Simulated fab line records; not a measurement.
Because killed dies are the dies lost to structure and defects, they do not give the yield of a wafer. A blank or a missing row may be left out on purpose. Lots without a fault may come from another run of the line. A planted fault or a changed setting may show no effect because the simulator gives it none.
fab line records	flow n5Finfet
record lots=24	wafers=72	lastDay=17
route steps=1938 shown MOL_CONTACT_COAG@560 BEOL_M0_SAQP@632
lots with no fault: from the same line, run without faults
startH: hours from the record's opening day to when the first of the lot's shown wafers began	waitH: how many hours have passed since the lot's step before this one	" unchanged from the row above	L1.1+2: a single row standing in for several wafers	- either no value or no given start	* or withheld: withheld	< > ~ a bound
route shown NAME@n: NAME is a module with steps in the file, n the number in the route of the first one	usual: mean/standard deviation of fault-free wafers	same: alike in all rows	chamber/n: place in a boat	sites: per-site readings	_std_site: the standard deviation of these	_edge_site: the outer-site mean with the inner-site mean subtracted	radiusMm: for every site, how far away it sits from the centre of the wafer	mask NAME#n: copy n	behind: the tool/chamber that last shaped the wafer	hold: the reason the lot was held/the length of the hold in hours/how it ended	device: the transistor (n, p or np) that didn't switch	end of line: the route-end tests of the same wafers	a step without rows: its recipe alone	killed: the dies lost at the first sort to structure and to defects; this is not the yield of the wafer	map: a wafer's dies, x killed, . not, _ none there
set.NAME: the run value of the setting; set.NAME@STEP: its run value at that earlier step	model.NAME: the simulator's own value behind a step, which no gauge read
one table for each step of the route and one row for each wafer, over a sample of lots
services: when a tool's chamber went out of use (startH, in hours from the record's first day, below 0 if earlier), for how many hours, and the reason
## steps
# step N5_MOL_CONTACT_COAG_CMP_28
# recipe stopOn=SiNx	tOverpolishS=0.85	postCmpClean=alkalineBrush	downForcePsi=4.15	platenRpm=51.8	padVelocityMS=1.0307	targetThkNm=14.522
# usual motorCurrentA=12.7/1.1	padLifeWafers=1262/560	retainingRingPressureFrac=1.000/0.0048	slurryFilterDpKPa=13.49/0.14	timeToEndpointS=4.0/2.1
lot.wafer	tool	chamber	startH	waitH	motorCurrentA	padLifeWafers	retainingRingPressureFrac	slurryFilterDpKPa	timeToEndpointS
L074.4	cmp-01	3	99.64	0.8	12.1	1290	0.995	13.40	0.0
L074.2	"	0	"	"	10.8	1291	1.016	13.38	0.0
L074.3	"	1	"	"	11.9	1292	1.007	13.29	4.2
L075.1	cmp-01	3	103.31	0.8	12.6	1315	1.002	13.20	6.4
L075.5	"	2	"	"	13.3	-	0.997	13.52	3.5
L075.6	"	3	"	"	12.3	-	1.005	13.38	6.1
L076.3	cmp-04	1	106.97	0.9	12.1	518	1.006	13.63	3.9
L076.4	"	2	"	"	15.5	519	1.000	13.45	2.5
L076.6	"	0	"	"	11.1	-	1.002	13.43	3.4
L077.3	cmp-03	3	116.20	1.0	14.2	1003	1.005	13.37	9.6
L077.4	"	0	"	"	12.9	1004	1.002	13.32	5.2
L077.6	"	3	"	"	14.4	-	1.002	13.49	8.2
L078.1	cmp-01	3	122.84	0.8	12.4	1410	0.997	13.28	2.7
L078.5	"	3	"	"	11.7	-	1.000	13.63	2.0
L078.6	"	0	"	"	12.0	-	0.998	13.56	6.3
L079.4	cmp-04	3	132.47	0.8	14.1	714	0.998	13.29	0.0
L079.2	"	1	"	"	12.6	716	1.008	13.72	2.1
L079.6	"	3	"	"	14.0	-	1.002	13.49	0.4
L081.2	cmp-03	1	139.02	0.8	12.2	1176	0.997	13.36	2.9
L081.1	"	3	"	"	14.4	1178	1.003	13.48	7.7
L081.5	"	2	"	"	11.8	-	0.999	13.33	4.5
L080.4	cmp-04	2	139.41	0.8	15.3	787	0.998	13.65	0.2
L080.5	"	1	"	"	13.1	-	0.999	13.30	3.1
L080.6	"	2	"	"	16.0	-	1.000	13.52	3.8
L082.3	cmp-01	2	149.86	0.8	12.6	1651	1.003	13.40	2.8
L082.1	"	3	"	"	12.4	1652	1.001	13.43	4.4
L082.5	"	2	"	"	13.1	-	0.993	13.29	3.1
L083.1	cmp-03	2	150.68	0.8	11.9	1290	0.996	13.49	7.1
L083.3	"	0	"	"	14.0	1292	0.999	13.38	5.8
L083.5	"	3	"	"	13.9	-	1.000	13.35	5.6
L084.4	cmp-03	2	157.76	0.8	11.8	1344	1.002	13.32	2.9
L084.3	"	1	"	"	12.4	1347	0.998	13.50	2.7
L084.5	"	3	"	"	13.8	-	0.993	13.44	7.2
L085.4	cmp-01	2	166.36	0.8	12.9	1789	0.999	13.85	1.1
L085.1	"	3	"	"	12.5	1790	1.000	13.55	0.2
L085.5	"	2	"	"	13.3	-	0.997	13.31	0.5
L086.2	cmp-01	3	170.47	0.9	12.0	1820	1.006	13.57	4.4
L086.6	"	1	"	"	12.6	-	1.001	13.39	5.3
L086.5	"	2	"	"	12.3	-	0.990	13.46	2.2
L087.1	cmp-03	2	177.16	0.8	12.1	1525	1.001	13.42	2.2
L087.4	"	0	"	"	13.8	1527	0.999	13.43	5.1
L087.5	"	1	"	"	12.2	-	0.998	13.72	3.5
L088.2	cmp-01	0	181.37	0.8	12.0	1915	0.999	13.09	6.8
L088.4	"	1	"	"	12.8	1916	1.003	13.57	3.8
L088.6	"	0	"	"	11.7	-	1.001	13.42	4.0
L089.2	cmp-01	1	185.66	0.8	11.9	1926	0.997	13.44	5.5
L089.4	"	3	"	"	12.4	1928	0.998	13.66	3.2
L089.6	"	1	"	"	12.1	-	0.997	13.46	4.5
L090.3	cmp-01	0	190.37	0.9	11.5	1971	1.007	13.63	4.7
L090.6	"	1	"	"	11.8	-	0.997	13.48	7.4
L090.5	"	2	"	"	13.1	-	0.999	13.49	4.8
L091.1	cmp-04	2	197.09	0.8	14.7	1278	0.997	13.38	5.4
L091.2	"	1	"	"	13.1	1281	1.010	13.43	2.2
L091.6	"	3	"	"	13.7	-	1.007	13.38	2.8
L092.3	cmp-01	1	202.71	0.8	12.5	30	0.994	13.42	1.3
L092.4	"	3	"	"	13.3	32	1.003	13.56	5.7
L092.5	"	1	"	"	12.3	-	1.005	13.25	5.5
L093.2	cmp-03	0	209.62	0.8	13.2	1807	1.007	13.22	3.6
L093.4	"	1	"	"	12.1	1808	0.997	13.50	4.0
L093.5	"	0	"	"	13.4	-	1.006	13.38	6.2
L094.1	cmp-03	3	212.97	0.8	13.9	1842	1.004	13.77	3.9
L094.4	"	0	"	"	13.2	1843	0.997	13.48	4.4
L094.2	"	1	"	"	11.7	1844	1.002	13.38	0.2
L095.1	cmp-01	0	219.40	0.9	11.6	187	0.999	13.21	2.8
L095.4	"	2	"	"	13.4	189	1.010	13.53	4.5
L095.5	"	3	"	"	12.5	-	0.995	13.71	4.1
L096.1	cmp-01	0	229.45	0.8	11.7	282	0.998	13.35	7.6
L096.3	"	2	"	"	12.9	284	1.003	13.47	2.7
L096.2	"	3	"	"	12.7	285	0.995	13.42	3.5
L097.1	cmp-04	2	237.74	0.8	15.0	1399	1.002	13.56	7.5
L097.2	"	0	"	"	10.9	1401	0.995	13.69	4.7
L097.6	"	2	"	"	15.6	-	0.999	13.57	5.6
# step N5_MOL_CONTACT_COAG_ETCH_90
# recipe chemistry=CF4	target=SiARC	targetDepthA=130	maskMaterial=CAR-EUV	timeS=21.7	ionEnergyEv=80	pressureMtorr=40	sourceW=545	biasW=36	Ar_flow_sccm=100	cf4FlowSccm=100	ends=cleared
# usual drypumpMotorCurrentA=5.7/0.32	etchRfOnTimeS=21.6/0.82	oesProductAu=0.68/0.065	rfVppV=184.3/1.1	showerheadPlenumPTorr=2.15/0.051	throttleValvePct=15.56/0.28
lot.wafer	tool	chamber	startH	waitH	drypumpMotorCurrentA	etchRfOnTimeS	oesProductAu	rfHoursCounterH	rfVppV	showerheadPlenumPTorr	throttleValvePct
L074.2	rieDiel-01	0	101.12	0.0	5.1	20.6	0.81	8	184.6	2.19	15.42
L074.3	"	3	"	"	5.6	21.7	0.76	36	184.2	2.17	15.58
L074.4	"	2	"	"	5.8	22.6	0.59	215	182.8	2.05	16.13
L075.1	rieDiel-04	2	104.81	0.0	5.5	20.4	0.64	171	185.8	2.22	15.40
L075.5	"	2	"	"	5.5	20.2	0.63	-	184.6	2.22	15.40
L075.6	"	3	"	"	6.1	21.9	0.70	-	182.8	2.08	15.33
L076.3	rieDiel-06	2	109.87	0.0	5.7	20.8	0.74	59	184.2	2.19	15.74
L076.4	"	1	"	"	5.9	21.1	0.60	226	184.8	2.22	15.90
L076.6	"	0	"	"	5.6	22.8	0.73	-	182.9	2.10	15.15
L077.3	rieDiel-04	1	118.14	0.0	5.4	22.4	0.60	192	182.6	2.14	15.56
L077.4	"	3	"	"	6.2	22.1	0.70	59	184.0	2.08	15.35
L077.6	"	0	"	"	6.2	21.2	0.78	-	183.8	2.18	15.22
L078.1	rieDiel-04	0	124.31	0.0	6.2	20.9	0.77	24	184.7	2.18	15.23
L078.5	"	2	"	"	5.5	20.3	0.63	-	186.1	2.22	15.40
L078.6	"	1	"	"	5.4	22.0	0.61	-	184.5	2.13	15.57
L079.2	rieDiel-06	3	133.87	0.0	6.0	21.8	0.72	82	184.8	2.16	15.38
L079.4	"	0	"	"	5.6	23.0	0.72	35	182.6	2.10	15.16
L079.6	"	0	"	"	5.6	22.9	0.71	-	184.7	2.10	15.13
L081.1	rieDiel-01	2	140.37	0.0	5.9	22.7	0.57	229	183.4	2.05	16.15
L081.2	"	0	"	"	5.1	20.6	0.79	22	184.6	2.19	15.44
L081.5	"	3	"	"	5.5	21.7	0.74	-	184.4	2.16	15.60
L080.4	rieDiel-01	1	140.73	0.0	5.6	22.0	0.63	183	185.1	2.21	15.92
L080.5	"	1	"	"	5.6	22.2	0.62	-	185.3	2.21	15.92
L080.6	"	0	"	"	5.1	20.7	0.78	-	183.8	2.19	15.45
L082.1	rieDiel-06	3	151.57	0.0	6.1	21.5	0.71	88	184.9	2.16	15.40
L082.3	"	2	"	"	5.7	20.4	0.73	74	185.0	2.18	15.78
L082.5	"	0	"	"	5.5	22.8	0.71	-	185.4	2.09	15.15
L083.1	rieDiel-04	1	152.34	0.0	5.4	22.4	0.59	205	184.4	2.13	15.60
L083.3	"	2	"	"	5.5	20.5	0.63	187	185.9	2.21	15.43
L083.5	"	0	"	"	6.2	21.1	0.76	-	184.0	2.18	15.24
L084.3	rieDiel-04	3	159.26	0.0	6.1	22.0	0.68	74	183.1	2.07	15.37
L084.4	"	0	"	"	6.2	21.2	0.76	36	185.2	2.18	15.25
L084.5	"	1	"	"	5.4	22.4	0.59	-	183.7	2.13	15.61
L085.1	rieDiel-01	1	168.15	0.0	5.6	22.0	0.63	192	184.6	2.21	15.95
L085.4	"	2	"	"	5.8	22.7	0.57	239	183.6	2.04	16.16
L085.5	"	1	"	"	5.6	21.9	0.62	-	184.2	2.21	15.96
L086.2	rieDiel-06	2	171.77	0.0	5.7	20.4	0.73	82	184.9	2.18	15.80
L086.5	"	2	"	"	5.6	20.4	0.72	-	184.3	2.18	15.81
L086.6	"	1	"	"	5.9	21.0	0.59	-	183.8	2.21	15.95
L087.1	rieDiel-06	1	178.49	0.0	5.9	21.5	0.58	252	186.0	2.21	15.96
L087.4	"	3	"	"	6.1	21.7	0.71	98	184.1	2.16	15.42
L087.5	"	2	"	"	5.7	20.5	0.72	-	183.1	2.18	15.82
L088.2	rieDiel-01	3	183.29	0.0	5.5	22.4	0.71	65	182.9	2.16	15.63
L088.4	"	2	"	"	5.8	22.7	0.57	244	183.1	2.04	16.15
L088.6	"	0	"	"	5.1	20.7	0.76	-	185.5	2.18	15.47
L089.2	rieDiel-06	0	187.51	0.0	5.6	22.2	0.71	51	183.2	2.09	15.17
L089.4	"	2	"	"	5.6	20.1	0.73	-	185.4	2.18	15.81
L089.6	"	0	"	"	5.5	22.2	0.71	-	182.7	2.09	15.18
L090.3	rieDiel-06	2	191.77	0.0	5.6	20.6	0.72	90	183.8	2.18	15.81
L090.5	"	3	"	"	6.0	21.5	0.70	-	184.4	2.16	15.44
L090.6	"	2	"	"	5.6	20.4	0.72	-	184.0	2.18	15.81
L091.1	rieDiel-01	1	198.44	0.0	5.5	22.1	0.62	200	183.8	2.21	15.95
L091.2	"	2	"	"	5.8	22.9	0.56	250	183.0	2.04	16.19
L091.6	"	2	"	"	5.8	22.8	0.57	-	181.6	2.04	16.19
L092.3	rieDiel-06	2	204.07	0.0	5.6	20.4	0.71	95	184.5	2.17	15.82
L092.4	"	2	"	"	5.6	20.1	0.72	-	184.9	2.17	15.83
L092.5	"	0	"	"	5.6	22.4	0.69	-	183.5	2.09	15.20
L093.2	rieDiel-01	0	211.58	0.0	5.1	20.3	0.75	45	184.3	2.18	15.48
L093.4	"	0	"	"	5.1	20.4	0.75	-	183.8	2.18	15.48
L093.5	"	3	"	"	5.5	22.0	0.70	-	184.7	2.15	15.66
L094.1	rieDiel-04	2	214.52	0.0	5.5	20.5	0.62	207	185.4	2.21	15.45
L094.2	"	1	"	"	5.4	22.4	0.58	223	184.0	2.13	15.63
L094.4	"	0	"	"	6.2	21.0	0.74	56	185.7	2.17	15.27
L095.1	rieDiel-04	1	220.74	0.0	5.4	22.6	0.58	225	183.3	2.13	15.65
L095.4	"	0	"	"	6.2	21.1	0.73	58	183.7	2.17	15.28
L095.5	"	2	"	"	5.5	20.6	0.62	-	184.4	2.21	15.46
L096.1	rieDiel-01	3	230.82	0.0	5.5	21.9	0.70	86	183.4	2.15	15.68
L096.2	"	2	"	"	5.8	21.9	0.81	7	185.4	2.29	15.74
L096.3	"	0	"	"	5.1	20.2	0.75	52	182.9	2.18	15.50
L097.1	rieDiel-04	3	239.08	0.0	6.2	22.2	0.66	100	184.2	2.06	15.43
L097.2	"	1	"	"	5.4	22.9	0.58	231	182.7	2.12	15.64
L097.6	"	0	"	"	6.2	21.1	0.72	-	185.4	2.17	15.30
# step N5_MOL_CONTACT_COAG_CD_MEAS_101
# recipe targetCdNm=16
# usual cdNm=16.3/0.46
lot.wafer	tool	chamber	startH	waitH	cdNm
L074.2	cdSem-01	-	103.28	0.0	16.0
L074.3	"	-	"	"	16.3
L074.4	"	-	"	"	16.4
L075.1	cdSem-01	-	107.20	0.0	15.8
L075.5	"	-	"	"	16.3
L075.6	"	-	"	"	15.6
L076.3	cdSem-01	-	112.52	0.0	16.5
L076.4	"	-	"	"	16.1
L076.6	"	-	"	"	16.1
L077.3	cdSem-01	-	120.82	0.0	16.0
L077.4	"	-	"	"	15.8
L077.6	"	-	"	"	15.8
L078.1	cdSem-01	-	126.51	0.0	16.6
L078.5	"	-	"	"	16.5
L078.6	"	-	"	"	16.6
L079.2	cdSem-03	-	135.97	0.0	17.2
L079.4	"	-	"	"	16.0
L079.6	"	-	"	"	16.9
L081.1	cdSem-02	-	142.57	0.0	16.1
L081.2	"	-	"	"	16.0
L081.5	"	-	"	"	15.5
L080.4	cdSem-03	-	142.78	0.0	15.9
L080.5	"	-	"	"	16.4
L080.6	"	-	"	"	16.6
L082.1	cdSem-02	-	153.81	0.0	15.3
L082.3	"	-	"	"	15.5
L082.5	"	-	"	"	15.9
L083.1	cdSem-03	-	154.49	0.0	16.0
L083.3	"	-	"	"	17.1
L083.5	"	-	"	"	16.6
L084.3	cdSem-02	-	161.48	0.0	16.3
L084.4	"	-	"	"	17.2
L084.5	"	-	"	"	16.6
L085.1	cdSem-01	-	170.30	0.0	16.8
L085.4	"	-	"	"	15.8
L085.5	"	-	"	"	16.4
L086.2	cdSem-02	-	174.06	0.0	15.8
L086.5	"	-	"	"	16.1
L086.6	"	-	"	"	16.1
L087.1	cdSem-01	-	181.47	0.0	16.6
L087.4	"	-	"	"	15.6
L087.5	"	-	"	"	15.7
L088.2	cdSem-01	-	185.70	0.0	16.1
L088.4	"	-	"	"	16.7
L088.6	"	-	"	"	16.7
L089.2	cdSem-01	-	191.05	0.0	15.5
L089.4	"	-	"	"	16.0
L089.6	"	-	"	"	16.8
L090.3	cdSem-01	-	194.05	0.0	17.1
L090.5	"	-	"	"	16.3
L090.6	"	-	"	"	16.2
L091.1	cdSem-01	-	200.64	0.0	17.0
L091.2	"	-	"	"	17.2
L091.6	"	-	"	"	16.5
L092.3	cdSem-02	-	206.09	0.0	16.4
L092.4	"	-	"	"	16.3
L092.5	"	-	"	"	16.6
L093.2	cdSem-01	-	214.08	0.0	16.9
L093.4	"	-	"	"	16.2
L093.5	"	-	"	"	16.5
L094.1	cdSem-02	-	216.73	0.0	16.8
L094.2	"	-	"	"	16.6
L094.4	"	-	"	"	16.5
L095.1	cdSem-02	-	222.82	0.0	15.7
L095.4	"	-	"	"	16.5
L095.5	"	-	"	"	15.7
L096.1	cdSem-03	-	233.41	0.0	15.9
L096.2	"	-	"	"	16.1
L096.3	"	-	"	"	16.4
L097.1	cdSem-02	-	242.18	0.0	16.4
L097.2	"	-	"	"	15.7
L097.6	"	-	"	"	16.3
# step N5_MOL_CONTACT_COAG_CVD_140
# recipe material=W	targetThkA=665	mode=selectiveFill	tempC=300	timeS=215
# usual heaterPowerW=518/20
lot.wafer	tool	chamber	startH	waitH	heaterPowerW
L074.2	cvdW-02	1	103.41	0.1	516
L074.3	"	1	"	"	517
L074.4	"	0	"	"	525
L075.1	cvdW-02	1	107.33	0.1	522
L075.5	"	0	"	"	538
L075.6	"	1	"	"	520
L076.3	cvdW-01	0	112.73	0.1	482
L076.4	"	1	"	"	514
L076.6	"	1	"	"	517
L077.3	cvdW-01	0	121.03	0.1	498
L077.4	"	1	"	"	525
L077.6	"	1	"	"	519
L078.1	cvdW-02	1	126.64	0.1	528
L078.5	"	1	"	"	530
L078.6	"	0	"	"	559
L079.2	cvdW-01	1	136.10	0.1	525
L079.4	"	0	"	"	504
L079.6	"	0	"	"	490
L081.1	cvdW-01	0	142.70	0.1	482
L081.2	"	1	"	"	533
L081.5	"	0	"	"	498
L080.4	cvdW-02	1	142.99	0.1	542
L080.5	"	0	"	"	548
L080.6	"	1	"	"	521
L082.1	cvdW-01	1	153.94	0.1	521
L082.3	"	0	"	"	491
L082.5	"	0	"	"	495
L083.1	cvdW-02	1	154.62	0.1	515
L083.3	"	1	"	"	520
L083.5	"	0	"	"	520
L084.3	cvdW-02	1	161.68	0.1	533
L084.4	"	0	"	"	537
L084.5	"	0	"	"	554
L085.1	cvdW-01	0	170.43	0.1	507
L085.4	"	1	"	"	525
L085.5	"	1	"	"	524
L086.2	cvdW-01	0	174.19	0.1	486
L086.5	"	1	"	"	532
L086.6	"	0	"	"	502
L087.1	cvdW-01	0	181.60	0.1	499
L087.4	"	0	"	"	505
L087.5	"	0	"	"	496
L088.2	cvdW-01	1	185.83	0.1	531
L088.4	"	1	"	"	539
L088.6	"	0	"	"	509
L089.2	cvdW-01	0	191.18	0.1	499
L089.4	"	0	"	"	495
L089.6	"	1	"	"	530
L090.3	cvdW-01	1	194.26	0.1	529
L090.5	"	1	"	"	531
L090.6	"	0	"	"	482
L091.1	cvdW-01	1	200.77	0.1	526
L091.2	"	0	"	"	483
L091.6	"	0	"	"	496
L092.3	cvdW-01	1	206.30	0.1	530
L092.4	"	0	"	"	496
L092.5	"	1	"	"	518
L093.2	cvdW-01	1	214.21	0.1	523
L093.4	"	0	"	"	511
L093.5	"	0	"	"	502
L094.1	cvdW-02	0	216.87	0.1	551
L094.2	"	1	"	"	535
L094.4	"	1	"	"	537
L095.1	cvdW-02	0	222.96	0.1	553
L095.4	"	0	"	"	553
L095.5	"	0	"	"	532
L096.1	cvdW-01	1	233.54	0.1	530
L096.2	"	0	"	"	496
L096.3	"	0	"	"	492
L097.1	cvdW-01	0	242.31	0.1	473
L097.2	"	1	"	"	535
L097.6	"	0	"	"	497
# step N5_MOL_CONTACT_COAG_INSPECT_97
# recipe inspectInstrument=darkfield	mode=postAnneal
# usual rawDefectCount=41/15
lot.wafer	tool	chamber	startH	waitH	rawDefectCount
L074.2	defectInspect-01	-	107.43	0.0	48
L074.3	"	-	"	"	26
L074.4	"	-	"	"	42
L075.1	defectInspect-01	-	111.00	0.0	21
L075.5	"	-	"	"	29
L075.6	"	-	"	"	26
L076.3	defectInspect-01	-	116.59	0.1	62
L076.4	"	-	"	"	59
L076.6	"	-	"	"	58
L077.3	defectInspect-02	-	124.65	0.1	50
L077.4	"	-	"	"	69
L077.6	"	-	"	"	40
L078.1	defectInspect-01	-	130.32	0.0	43
L078.5	"	-	"	"	23
L078.6	"	-	"	"	21
L079.2	defectInspect-01	-	139.79	0.0	39
L079.4	"	-	"	"	24
L079.6	"	-	"	"	29
L081.1	defectInspect-01	-	146.37	0.0	59
L081.2	"	-	"	"	60
L081.5	"	-	"	"	39
L080.4	defectInspect-01	-	149.43	0.1	45
L080.5	"	-	"	"	64
L080.6	"	-	"	"	51
L082.1	defectInspect-01	-	157.61	0.0	19
L082.3	"	-	"	"	27
L082.5	"	-	"	"	37
L083.1	defectInspect-02	-	160.61	0.0	62
L083.3	"	-	"	"	82
L083.5	"	-	"	"	42
L084.3	defectInspect-02	-	165.31	0.1	51
L084.4	"	-	"	"	53
L084.5	"	-	"	"	30
L085.1	defectInspect-01	-	174.23	0.0	48
L085.4	"	-	"	"	41
L085.5	"	-	"	"	40
L086.2	defectInspect-02	-	177.89	0.1	36
L086.5	"	-	"	"	45
L086.6	"	-	"	"	41
L087.1	defectInspect-02	-	185.30	0.0	77
L087.4	"	-	"	"	44
L087.5	"	-	"	"	32
L088.2	defectInspect-01	-	189.52	0.0	31
L088.4	"	-	"	"	39
L088.6	"	-	"	"	73
L089.2	defectInspect-01	-	194.87	0.0	26
L089.4	"	-	"	"	36
L089.6	"	-	"	"	34
L090.3	defectInspect-01	-	197.89	0.1	25
L090.5	"	-	"	"	29
L090.6	"	-	"	"	75
L091.1	defectInspect-02	-	204.60	0.0	41
L091.2	"	-	"	"	29
L091.6	"	-	"	"	50
L092.3	defectInspect-02	-	209.94	0.1	44
L092.4	"	-	"	"	19
L092.5	"	-	"	"	26
L093.2	defectInspect-01	-	217.90	0.0	38
L093.4	"	-	"	"	27
L093.5	"	-	"	"	51
L094.1	defectInspect-01	-	220.90	0.0	27
L094.2	"	-	"	"	41
L094.4	"	-	"	"	54
L095.1	defectInspect-02	-	226.62	0.0	69
L095.4	"	-	"	"	62
L095.5	"	-	"	"	57
L096.1	defectInspect-01	-	237.20	0.0	34
L096.2	"	-	"	"	38
L096.3	"	-	"	"	16
L097.1	defectInspect-01	-	245.97	0.0	45
L097.2	"	-	"	"	56
L097.6	"	-	"	"	38
# step N5_BEOL_M0_SAQP_PECVD_00
# recipe material=SiCN	targetThkA=80	tempC=withheld	precursor=3MS/NH3	pressureTorr=3	rfW=202	timeS=14
# usual showerheadPlenumPTorr=3.670/0.012	throttleValvePct=9.1/0.47
lot.wafer	tool	chamber	startH	waitH	showerheadPlenumPTorr	throttleValvePct
L074.2	pecvd-02	2	107.74	0.2	3.683	9.0
L074.3	"	0	"	"	3.664	9.3
L074.4	"	0	"	"	3.668	9.2
L075.1	pecvd-02	0	111.33	0.2	3.672	9.5
L075.5	"	2	"	"	3.674	8.8
L075.6	"	1	"	"	3.667	9.4
L076.3	pecvd-04	0	116.88	0.1	3.663	9.1
L076.4	"	2	"	"	3.645	9.5
L076.6	"	0	"	"	3.671	9.3
L077.3	pecvd-03	1	124.94	0.1	3.687	9.0
L077.4	"	0	"	"	3.673	8.3
L077.6	"	1	"	"	3.686	9.6
L078.1	pecvd-02	2	130.65	0.2	3.670	9.2
L078.5	"	0	"	"	3.668	9.9
L078.6	"	2	"	"	3.671	9.1
L079.2	pecvd-02	2	140.10	0.2	3.663	9.2
L079.4	"	0	"	"	3.657	9.6
L079.6	"	1	"	"	3.661	9.3
L081.1	pecvd-03	2	146.70	0.2	3.679	8.4
L081.2	"	1	"	"	3.683	9.2
L081.5	"	1	"	"	3.686	9.2
L080.4	pecvd-02	0	149.71	0.1	3.676	9.5
L080.5	"	1	"	"	3.660	9.4
L080.6	"	2	"	"	3.674	9.1
L082.1	pecvd-03	0	157.94	0.2	3.674	8.3
L082.3	"	2	"	"	3.684	8.7
L082.5	"	1	"	"	3.686	9.3
L083.1	pecvd-04	2	160.94	0.2	3.653	9.7
L083.3	"	0	"	"	3.670	9.4
L083.5	"	0	"	"	3.665	9.0
L084.3	pecvd-04	0	165.61	0.1	3.660	9.1
L084.4	"	2	"	"	3.652	9.6
L084.5	"	1	"	"	3.670	8.9
L085.1	pecvd-02	1	174.57	0.2	3.647	9.6
L085.4	"	1	"	"	3.649	9.6
L085.5	"	0	"	"	3.665	9.6
L086.2	pecvd-03	2	178.21	0.2	3.672	8.4
L086.5	"	1	"	"	3.694	9.2
L086.6	"	2	"	"	3.673	8.3
L087.1	pecvd-04	1	185.63	0.2	3.676	9.3
L087.4	"	1	"	"	3.678	8.9
L087.5	"	2	"	"	3.656	9.8
L088.2	pecvd-02	2	189.83	0.2	3.655	9.0
L088.4	"	0	"	"	3.668	9.6
L088.6	"	2	"	"	3.666	9.1
L089.2	pecvd-04	1	195.19	0.2	3.680	9.1
L089.4	"	0	"	"	3.662	8.9
L089.6	"	1	"	"	3.666	9.2
L090.3	pecvd-03	2	198.19	0.1	3.664	8.4
L090.5	"	2	"	"	3.677	8.7
L090.6	"	1	"	"	3.693	9.1
L091.1	pecvd-04	1	204.93	0.2	3.680	8.7
L091.2	"	0	"	"	3.664	9.0
L091.6	"	0	"	"	3.669	9.3
L092.3	pecvd-03	2	210.25	0.1	3.682	8.6
L092.4	"	1	"	"	3.682	9.5
L092.5	"	1	"	"	3.695	9.3
L093.2	pecvd-03	0	218.22	0.2	3.676	8.5
L093.4	"	0	"	"	3.673	8.2
L093.5	"	2	"	"	3.662	8.3
L094.1	pecvd-04	0	221.24	0.2	3.672	9.2
L094.2	"	2	"	"	3.648	9.6
L094.4	"	2	"	"	3.656	9.6
L095.1	pecvd-03	2	226.95	0.2	3.677	8.3
L095.4	"	0	"	"	3.672	8.4
L095.5	"	2	"	"	3.674	8.4
L096.1	pecvd-03	2	237.54	0.2	3.687	8.7
L096.2	"	1	"	"	3.695	8.9
L096.3	"	0	"	"	3.677	8.5
L097.1	pecvd-02	1	246.31	0.2	3.662	9.6
L097.2	"	0	"	"	3.663	9.6
L097.6	"	1	"	"	3.653	9.3
## services
tool	chamber	startH	hours	kind
cmp-03	-	75.94	1.1	repair
rieDiel-04	0	102.22	2.3	repair
cmp-01	-	108.99	8.1	pm
cvdW-02	-	115.79	1.7	repair
cmp-03	-	126.83	1.2	repair
cmp-01	-	154.57	0.4	repair
rieDiel-06	0	155.65	13.1	repair
pecvd-04	-	168.14	0.8	repair
rieDiel-01	1	173.91	5.0	repair
cmp-04	-	177.55	0.7	repair
cvdW-02	-	181.68	14.6	pm
cmp-01	-	181.78	3.0	repair
rieDiel-06	1	187.11	16.2	repair
cmp-01	-	196.02	4.0	pm
cvdW-01	0	197.79	1.3	repair
cmp-01	-	200.02	-	consumableReplace:conditioner
cmp-01	-	200.02	-	consumableReplace:pad
rieDiel-04	1	204.77	9.1	repair
cmp-04	-	207.57	24.7	pm
cvdW-02	1	233.37	3.6	repair
cmp-03	-	238.49	1.3	repair
rieDiel-06	3	242.09	1.5	repair
rieDiel-06	0	242.48	1.3	repair
cmp-03	-	245.04	4.0	pm
## key
fault none
